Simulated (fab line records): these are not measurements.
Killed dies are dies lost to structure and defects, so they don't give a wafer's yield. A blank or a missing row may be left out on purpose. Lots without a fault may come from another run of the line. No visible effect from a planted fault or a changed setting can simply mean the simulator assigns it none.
Lot-split experiment -- flow n5-finfet -- route with 1938 steps; 7 lots, 39 wafers read

## ON THE SPLIT
At N5_DUMMY_GATE_ETCH_32 (etches SiO2 in CF4, target depth 3.5 nm, time 3.9 s), the setting time-s was moved away from the recipe's 3.9 s on 12 of the 39 wafers read, by -22.7% to +22.6%. All remaining wafers had this setting at the recipe value.

Reading taken at the split's own step.

## THE READING
etch.depth-nm (the simulator's own value, which no gauge read), in nm, at N5_DUMMY_GATE_ETCH_32 (etches SiO2 in CF4, target depth 3.5 nm, time 3.9 s). The file does not state a usual value for it. The 27 wafers here that ran the recipe average 3.486 nm, standard deviation 0.055 nm.

wafer,"tool, chamber at the split","time-s as run, s",against the recipe,"etch.depth-nm, nm",against lot-mates on the recipe
L076.1,"rie-si-01, 2",3.9,recipe,3.517,-
L076.5,"rie-si-01, 2",3.9,recipe,3.517,-
L076.2,"rie-si-01, 0",3.9,recipe,3.58,-
L076.3,"rie-si-01, 1",3.9,recipe,3.481,-
L076.4,"rie-si-01, 3",3.9,recipe,3.503,-
L076.6,"rie-si-01, 1",3.9,recipe,3.499,-
L077.1,"rie-si-02, 1",3.9,recipe,3.465,-
L077.2,"rie-si-02, 2",3.9,recipe,3.618,-
L077.3,"rie-si-02, 3",3.9,recipe,3.482,-
L077.4,"rie-si-02, 0",3.9,recipe,3.509,-
L077.5,"rie-si-02, 0",3.9,recipe,3.473,-
L077.6,"rie-si-02, 1",3.9,recipe,3.488,-
L078.1,"rie-si-01, 0",4.143,+6.2%,3.799,+0.257
L078.2,"rie-si-01, 3",4.143,+6.2%,3.721,+0.179
L078.3,"rie-si-01, 2",3.9,recipe,3.556,-
L078.4,"rie-si-01, 1",4.143,+6.2%,3.699,+0.157
L078.5,"rie-si-01, 1",3.9,recipe,3.486,-
L078.6,"rie-si-01, 0",3.9,recipe,3.584,-
L081.1,"rie-si-02, 2",3.9,recipe,3.529,-
L081.2,"rie-si-02, 0",3.9,recipe,3.459,-
L081.3,"rie-si-02, 1",3.9,recipe,3.487,-
L084.1,"rie-si-06, 1",4.781,+22.6%,4.135,+0.716
L084.2,"rie-si-06, 2",4.781,+22.6%,4.325,+0.906
L084.3,"rie-si-06, 3",3.9,recipe,3.437,-
L084.4,"rie-si-06, 0",3.9,recipe,3.429,-
L084.5,"rie-si-06, 0",4.781,+22.6%,4.198,+0.779
L084.6,"rie-si-06, 1",3.9,recipe,3.392,-
L087.1,"rie-si-06, 1",4.136,+6.1%,3.55,+0.142
L087.2,"rie-si-06, 3",3.9,recipe,3.409,-
L087.3,"rie-si-06, 0",3.9,recipe,3.421,-
L087.4,"rie-si-06, 0",3.9,recipe,3.394,-
L087.5,"rie-si-06, 3",4.136,+6.1%,3.63,+0.222
L087.6,"rie-si-06, 1",4.136,+6.1%,3.53,+0.122
L092.1,"rie-si-02, 2",3.014,-22.7%,2.755,-0.717
L092.2,"rie-si-02, 0",3.9,recipe,3.475,-
L092.3,"rie-si-02, 1",3.014,-22.7%,2.646,-0.826
L092.4,"rie-si-02, 3",3.014,-22.7%,2.658,-0.814
L092.5,"rie-si-02, 0",3.9,recipe,3.487,-
L092.6,"rie-si-02, 3",3.9,recipe,3.454,-

THE FIT
A straight line over all 39 wafers: etch.depth-nm changes by +0.0335 nm for each +1% of time-s; r = +0.98; the points scatter about the line by 0.067 nm.
The same after taking each lot's own level away (the mean of its wafers on the recipe; 39 wafers): +0.0346 nm for each +1%; r = +0.99; scatter 0.046 nm.
Per that fit: largest time-s move, reading shift of 0.79 nm.
From 3.4080 to 3.5420 nm: that is the span of the lots' own levels, equal to 2.4 times the standard deviation above.
Consequently the slope shifts little with the lot-to-lot level, the two slopes agreeing.
Check: for one of the wafers moved furthest among these (-22.7%), held out of the fit, the line's prediction against its lot-mates is -0.809 nm. It came out at -0.717 nm against them.

## THE OTHER SPLITS THESE WAFERS WENT THROUGH
Before the reading, these wafers also passed through other splits. Each is held against what the fit with the lots' levels taken away leaves over:
other split on the same wafers,wafers away from the commonest value,r with etch.depth-nm (lot level and that fit taken away)
N5_DUMMY_GATE_EXPOSE_12 dose-mj,15,-0.16
N5_DUMMY_GATE_ETCH_37 source-w,18,+0.03

## THE FILE'S OWN FIT
etch.depth-nm changes by +0.0346 nm for each +1% of time-s, r = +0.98.
